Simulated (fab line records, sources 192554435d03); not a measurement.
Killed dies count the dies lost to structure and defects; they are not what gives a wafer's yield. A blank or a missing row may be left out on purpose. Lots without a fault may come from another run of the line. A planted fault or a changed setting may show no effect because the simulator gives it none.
Problem report, 8D (eight disciplines) form, completed by code ; flow n5 finfet ; the parts of the form that need people (team, actions taken, sign-off) are left out

## 1. WHAT WENT WRONG
A mean of 1164 is read at N5_BEOL_M1_INSPECT_30 for raw defect count, taken on 1 wafer of 1 lot, against 387 (standard deviation 90) on wafers free of any fault. Measured from the usual mean, that is +8.6 standard deviations.
The step: inspects for defects (brightfield).
The first sign was on wafer L960.1 at day 7 00:08, on defect inspect-02. The record has a number at this step for 25 wafers belonging to 9 lots. By rule, "out" or "out of limits" means more than 4 standard deviations away from the usual mean. The rest of the wafers with a number are treated as sound.

## 2. WHAT THIS IS AND IS NOT
question;is;is not
which readings at this step;raw defect count;-
which lots;L960;L956, L958, L959, L970, L973, L975, L978, L979
which wafers of those lots;L960.1;L960.3, L960.6
read on which gauges;defect inspect-02;defect inspect-01
when;from day 7 00:08;"up to then (10 sound wafers); but 14 sound wafers of L970, L973, L975, L978, L979 came after"

## 3. WHAT RULES OUT EACH SUSPECT
Counting: if a tool at a process step up to the reading ran every lot that is out, it stays a suspect. Sound lots after the first of them don't rule it out here, since some wafers of a struck lot are sound.
- the gauge at N5_BEOL_M1_INSPECT_30 is ruled out. All the wafers that are out were read on defect inspect-02, but those of them that N5_PASSIVATION_PROBE_49 has rows for are out there too, on other tools.
- rie diel-02 at N5_BEOL_M1_DESCUM_16 (chemistry O2, time 7 s): kept. It processed L960, the lot that is out, at day 6 23:10, and its most recent sound lot before then was L959 at day 6 22:50.
- rie diel-02 at N5_BEOL_M1_ETCH_64 (etches SOC in N2/H2, target depth 75 nm, overetch 15 nm, time 112.5 s): kept. It processed L960, the lot that is out, at day 6 23:14, and its most recent sound lot before then was L959 at day 6 22:55.
- rie diel-02 at N5_BEOL_M1_STRIP_66 (strips in CF4): kept. It processed L960, the lot that is out, at day 6 23:22, and its most recent sound lot before then was L959 at day 6 23:03.
- At N5_BEOL_M1_DESCUM_16 on rie diel-02, chamber 2 took the sound wafers of the same lots and chamber 1 took the wafers that are out.
- At N5_BEOL_M1_ETCH_64 on rie diel-02, chamber 2 took the sound wafers of the same lots and chamber 1 took the wafers that are out.
- At N5_BEOL_M1_STRIP_66 on rie diel-02, chamber 2 took the sound wafers of the same lots and chamber 1 took the wafers that are out.
Left after counting: rie diel-02 at N5_BEOL_M1_DESCUM_16, rie diel-02 at N5_BEOL_M1_ETCH_64, rie diel-02 at N5_BEOL_M1_STRIP_66.

## 4. THE CAUSE (what the simulator had put in)
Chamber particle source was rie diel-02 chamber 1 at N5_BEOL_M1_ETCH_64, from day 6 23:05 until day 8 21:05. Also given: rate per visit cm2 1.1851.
This tool is one of the 3 suspects left after counting.

## 5. THE EFFECT CHAIN, in route order
Each row: a reading whose mean over the struck wafers that have a number lies more than 3 standard deviations from the usual. Readings are gone through only where the record gives a usual standard deviation; hours: the median, over the lots, of the time from a lot's start at the first step in this table giving one to that lot's start at this step; sigmas: the change measured in usual standard deviations.
hours;step;reading;usual;on struck wafers;change;sigmas
0;N5_BEOL_M1_INSPECT_30;raw defect count;387;1164;+777;+8.6
78;N5_BEOL_M4_RC_MEAS_101;IOFF_N;0.17 nA/um;0.31;+0.14;+3.2
188;N5_PASSIVATION_PROBE_49;defect limited yield;91.2 %;84.2;-7.0;-4.7
188;N5_PASSIVATION_PROBE_49;killed_at_M0_to_M3;36;113;+77;+7.7
188;N5_PASSIVATION_PROBE_49;killed dies;104;187;+83;+4.6
188;N5_PASSIVATION_PROBE_49;killed on rim;14;28;+14;+3.4
188;N5_PASSIVATION_PROBE_49;sort_bin_4_leakage;0.01 %;0.25;+0.24;+6.0
188;N5_PASSIVATION_PROBE_49;sort_bin_5_function;5.2 %;9.1;+3.9;+3.9
188;N5_PASSIVATION_PROBE_49;sort n pass;1076;990;-86;-4.8
188;N5_PASSIVATION_PROBE_49;sort yield pct;91.2 %;83.9;-7.3;-4.9
Process steps it contains:
- N5_PASSIVATION_PROBE_49

## 6. WHAT WOULD HAVE CAUGHT IT SOONER
In this record the first reading out of limits at a measuring or inspecting step was taken at day 7 00:08, 1 hour after the fault began at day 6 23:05.
An alarm limit of 4 standard deviations would not have fired on the tool readings at N5_BEOL_M1_ETCH_64 for which the record gives a usual standard deviation, since none of them was out on any struck wafer.
The start of N5_BEOL_M1_ETCH_64 on rie diel-02 came by day 7 00:08 for every one of the lots that are out (1). None of them would have been spared by holding the tool at that moment.
